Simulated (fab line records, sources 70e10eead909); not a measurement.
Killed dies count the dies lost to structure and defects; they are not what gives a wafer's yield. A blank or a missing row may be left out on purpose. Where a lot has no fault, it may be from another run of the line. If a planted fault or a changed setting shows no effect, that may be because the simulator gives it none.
The tool behind it: which one? ; flow nand_harc ; 11 lots with 33 wafers sampled at 4 steps, on a route of 1302 steps

## WHAT THE GAUGES SHOWED, per wafer
NHARC_P_STI_OCD_MEAS_17. Usual: trench_depth_nm 300.3 nm, standard deviation 2.7; trench_foot_cd_nm 157.7 nm, standard deviation 1.7.
lot;measured;on;trench_depth_nm (nm);trench_foot_cd_nm (nm);flag
L957;day 2 20:53;ocd-02;298.4 300.1 303.8;156.8 157.3 157.7;
L959;day 3 15:52;ocd-01;298.8 300.1 297.9;156.3 156.2 156.8;
L960;day 4 04:17;ocd-02;304.8 303.8 302.2;156.1 157.5 155.5;
L961;day 4 14:50;ocd-01;301.1 299.9 300.8;157.3 159.6 157.3;
L963;day 5 08:29;ocd-01;299.9 296.3 299.7;156.7 157.4 157.3;
L966;day 6 13:13;ocd-02;299.6 301.3 301.4;159.9 159.1 159.1;
L967;day 6 23:14;ocd-01;298.8 304.3 300.6;157.9 155.2 158.2;
L968;day 7 10:03;ocd-02;302.2 295.7 294.8;154.1 155.9 159.0;
L969;day 7 19:35;ocd-01;303.1 303.6 303.1;154.2 154.8 156.5;
L974;day 9 21:59;ocd-01;298.0 298.5 296.2;157.7 161.1 161.9;
L978;day 11 14:25;ocd-01;298.2 299.3 177.6;156.7 158.7 176.7;OFF

## EACH LOT AND THE TOOL THAT RAN IT (in order: tool; ch and the chambers of the sampled wafers; start)
lot;NHARC_P_ZERO_WELL_ETCH_62;NHARC_P_STI_ETCH_31;NHARC_P_STI_ETCH_15
L957;rie_diel-10 ch 0,1,2, day 2 20:37 or earlier;rie_diel-09 ch 1,3, day 2 20:37 or earlier;rie_si-04 ch 1,2,3, day 2 20:37
L959;rie_diel-10 ch 0,1,2, day 3 15:37 or earlier;rie_diel-08 ch 0,1,3, day 3 15:37 or earlier;rie_si-01 ch 0,1,2, day 3 15:37
L960;rie_diel-07 ch 0,2,3, day 4 04:01 or earlier;rie_diel-09 ch 0,2, day 4 04:01 or earlier;rie_si-04 ch 1,2, day 4 04:01
L961;rie_diel-07 ch 0,1,2, day 4 14:36 or earlier;rie_diel-12 ch 1,2,3, day 4 14:36 or earlier;rie_si-04 ch 2,3, day 4 14:36
L963;rie_diel-07 ch 1,2, day 5 08:14 or earlier;rie_diel-09 ch 1,2, day 5 08:14 or earlier;rie_si-01 ch 0,1, day 5 08:14
L966;rie_diel-10 ch 0,1,2, day 6 12:59 or earlier;rie_diel-12 ch 0,1,2, day 6 12:59 or earlier;rie_si-04 ch 0,1,2, day 6 12:59
L967;rie_diel-10 ch 0,1,3, day 6 23:01 or earlier;rie_diel-09 ch 0,1, day 6 23:01 or earlier;rie_si-04 ch 1,2,3, day 6 23:01
L968;rie_diel-04 ch 0,1, day 7 09:46 or earlier;rie_diel-12 ch 2,3, day 7 09:46 or earlier;rie_si-03 ch 0,1,2, day 7 09:46
L969;rie_diel-04 ch 0,2, day 7 19:22 or earlier;rie_diel-12 ch 0,2, day 7 19:22 or earlier;rie_si-04 ch 1,2, day 7 19:22
L974;rie_diel-07 ch 0,1,2, day 9 21:42 or earlier;rie_diel-12 ch 0,2,3, day 9 21:42 or earlier;rie_si-01 ch 2,3, day 9 21:42
L978;rie_diel-10 ch 0,2, day 11 14:12 or earlier;rie_diel-12 ch 1,2, day 11 14:12 or earlier;rie_si-01 ch 0,1,2, day 11 14:12
- NHARC_P_ZERO_WELL_ETCH_62: etches the open film in CHF3/Ar, target depth 13 nm, time 6.5 s.
- NHARC_P_STI_ETCH_31: etches the open film in CF4/CHF3, target depth 108.9 nm, time 54.5 s.
- NHARC_P_STI_ETCH_15: etches the open film in HBr/Cl2, target depth 300 nm, time 100.1 s.

## WHAT THE TOOLS THEMSELVES READ (means of the sampled wafers that have a number; where no wafer has one, the mark that the record gives instead)
NHARC_P_ZERO_WELL_ETCH_62. Usual: drypump_motor_current_A 5.8 A, standard deviation 0.49; oes_product_au 0.962 a.u., standard deviation 0.016; rf_fwd_power_W 488.1 W, standard deviation 1.8; rf_vpp_V 370.1 V, standard deviation 2; showerhead_plenum_p_Torr 2.32 Torr, standard deviation 0.078; throttle_valve_pct 20.216 %, standard deviation 0.0082.
lot;tool;drypump_motor_current_A (A);oes_product_au (a.u.);rf_fwd_power_W (W);rf_vpp_V (V);showerhead_plenum_p_Torr (Torr);throttle_valve_pct (%);flag
L957;rie_diel-10;5.8;0.944;488.2;369.8;2.32;20.218;
L959;rie_diel-10;5.8;0.966;489.0;369.6;2.32;20.222;
L960;rie_diel-07;6.2;0.961;486.1;372.3;2.39;20.217;
L961;rie_diel-07;6.0;0.965;487.7;371.6;2.40;20.216;
L963;rie_diel-07;5.8;0.967;490.7;369.9;2.34;20.216;
L966;rie_diel-10;5.8;0.973;487.8;370.6;2.31;20.220;
L967;rie_diel-10;5.7;0.969;487.8;369.4;2.32;20.216;
L968;rie_diel-04;4.7;0.964;490.4;367.8;2.20;20.217;
L969;rie_diel-04;5.4;0.965;488.1;368.8;2.27;20.213;
L974;rie_diel-07;6.0;0.976;489.2;371.9;2.39;20.219;
L978;rie_diel-10;6.2;0.980;489.1;369.7;2.32;20.221;

NHARC_P_STI_ETCH_31. Usual: for cf4_flow_sccm, 100.0 sccm with a standard deviation of 0.31; for drypump_motor_current_A, 5.8 A with a standard deviation of 0.49; for oes_product_au, 0.962 a.u. with a standard deviation of 0.018; for rf_fwd_power_W, 494.8 W with a standard deviation of 2; for rf_vpp_V, 370.1 V with a standard deviation of 2.5; for showerhead_plenum_p_Torr, 1.56 Torr with a standard deviation of 0.074; for throttle_valve_pct, 16.801 % with a standard deviation of 0.0084.
lot;tool;cf4_flow_sccm (sccm);drypump_motor_current_A (A);oes_product_au (a.u.);rf_fwd_power_W (W);rf_vpp_V (V);showerhead_plenum_p_Torr (Torr);throttle_valve_pct (%);flag
L957;rie_diel-09;100.0;6.1;0.969;499.1;372.9;1.63;16.805;
L959;rie_diel-08;99.8;6.2;0.976;495.8;371.5;1.58;16.792;
L960;rie_diel-09;100.1;5.6;0.953;493.2;371.2;1.59;16.805;
L961;rie_diel-12;99.9;5.6;0.968;496.4;368.4;1.52;16.800;
L963;rie_diel-09;100.1;5.9;0.971;494.1;370.1;1.55;16.795;
L966;rie_diel-12;100.2;5.9;0.968;495.6;369.9;1.54;16.802;
L967;rie_diel-09;99.7;5.9;0.960;495.4;367.3;1.49;16.803;
L968;rie_diel-12;100.1;5.1;0.939;494.3;368.1;1.50;16.806;
L969;rie_diel-12;99.9;5.7;0.982;491.9;369.3;1.53;16.792;
L974;rie_diel-12;99.9;5.4;0.985;492.8;368.5;1.51;16.801;
L978;rie_diel-12;100.1;5.7;0.923;495.2;368.1;1.53;16.800;

NHARC_P_STI_ETCH_15. Usual: drypump_motor_current_A 5.8 A, standard deviation 0.42; oes_product_au 1.000 a.u., standard deviation 0.0069; rf_fwd_power_W 397.5 W, standard deviation 1.3; throttle_valve_pct 26.405 %, standard deviation 0.0088.
lot;tool;drypump_motor_current_A (A);oes_product_au (a.u.);rf_fwd_power_W (W);throttle_valve_pct (%);flag
L957;rie_si-04;6.0;1.001;398.1;26.395;
L959;rie_si-01;5.7;0.997;396.0;26.401;
L960;rie_si-04;6.0;1.007;398.2;26.408;
L961;rie_si-04;5.9;0.997;397.9;26.404;
L963;rie_si-01;5.9;0.999;395.4;26.410;
L966;rie_si-04;5.7;0.997;398.6;26.398;
L967;rie_si-04;6.0;1.006;397.3;26.406;
L968;rie_si-03;5.6;0.996;396.8;26.396;
L969;rie_si-04;6.0;1.009;399.3;26.399;
L974;rie_si-01;5.9;0.991;397.8;26.412;
L978;rie_si-01;5.7;0.909;397.7;26.407;OFF

## THE ANSWER, worked out from the rows above alone
Rule: lot off if the mean of its wafers having a number is beyond 3 standard deviations from the usual mean. A lot without any number at a reading at which 4 lots or more have one is off too. Any other lot the step has rows for is counted as sound. The gauges are gone through in route order, then the tools' own readings, and for those a lot's mean is taken as printed above. The first step at which some lot is off is used, and at that step the reading that is off furthest; a lot without a number counts as furthest.
Off: L978 (NHARC_P_STI_OCD_MEAS_17, trench_depth_nm).
A tool fits if, at a process step before that reading, it ran every lot that is off, and no sound lot after the first of them. Not tried: the gauges at NHARC_P_STI_OCD_MEAS_17; whatever is off there is also off at NHARC_P_STI_ETCH_15, on other tools, and gauge error can't account for it. NHARC_P_ZERO_WELL_ETCH_62: start missing for some lots; hours and lot order therefore follow NHARC_P_STI_ETCH_15. NHARC_P_STI_ETCH_31: start missing for some lots; hours and lot order therefore follow NHARC_P_STI_ETCH_15. Can't be told from this: 3 tools fit, rie_diel-10 at NHARC_P_ZERO_WELL_ETCH_62, rie_diel-12 at NHARC_P_STI_ETCH_31, rie_si-01 at NHARC_P_STI_ETCH_15.

## WHAT WAS PUT IN BY THE SIMULATOR
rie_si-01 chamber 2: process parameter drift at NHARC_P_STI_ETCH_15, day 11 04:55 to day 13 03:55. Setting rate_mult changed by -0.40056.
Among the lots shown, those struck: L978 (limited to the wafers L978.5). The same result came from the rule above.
